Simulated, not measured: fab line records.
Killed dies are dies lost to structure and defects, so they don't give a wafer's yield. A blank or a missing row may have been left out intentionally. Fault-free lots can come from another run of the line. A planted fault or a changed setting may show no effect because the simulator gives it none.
Matching of chambers + flow nand-harc + NHARC_A_STAIRCASE_TRIM_187 on rie-diel-03 has 4 sister chambers
The step chemistry O2, time 211.2 s. 4 wafers are shown with their chamber, then 8 later ones without.

## WAFERS, EACH WITH ITS CHAMBER
| wafer  | chamber | showerhead-plenum-p-Torr (Torr) |
|--------|---------|---------------------------------|
| L080.3 | 3       | 3.67                            |
| L090.3 | 2       | 3.71                            |
| L090.6 | 0       | 3.47                            |
| L092.1 | 1       | 3.44                            |

## WAFERS WITH NO CHAMBER GIVEN
| wafer  | showerhead-plenum-p-Torr (Torr) |
|--------|---------------------------------|
| L092.3 | 3.71                            |
| L092.5 | 3.65                            |
| L095.1 | 3.70                            |
| L095.4 | 3.44                            |
| L095.6 | 3.46                            |
| L096.2 | 3.46                            |
| L096.5 | 3.46                            |
| L096.6 | 3.64                            |

## CHAMBER TAKEN BY EACH
| wafer  | from the rows above     | in truth |
|--------|-------------------------|----------|
| L092.3 | 2                       | 2        |
| L092.5 | 3                       | 3        |
| L095.1 | can't be placed: 2 or 3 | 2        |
| L095.4 | 1                       | 1        |
| L095.6 | can't be placed: 0 or 1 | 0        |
| L096.2 | can't be placed: 0 or 1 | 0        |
| L096.5 | can't be placed: 0 or 1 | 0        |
| L096.6 | 3                       | 3        |
Correct placement for 4 of the 8. From these rows, 4 cannot be placed; in 4 the true chamber is one of the candidates. 0 placed wrongly.
How it was worked out, from the rows above alone: a wafer's distance from a chamber is the root of the sum, over the readings, of the square of ((its reading less the chamber's mean) divided by the reading's scatter). If the next closest chamber is less than 2 further off than the closest, the wafer can't be placed; otherwise it belongs to the closest. A chamber's mean is the mean of its shown wafers. The scatter (one wafer shown for each chamber): square how far every hidden wafer sits from the nearest shown wafer, average those squares and take the square root.
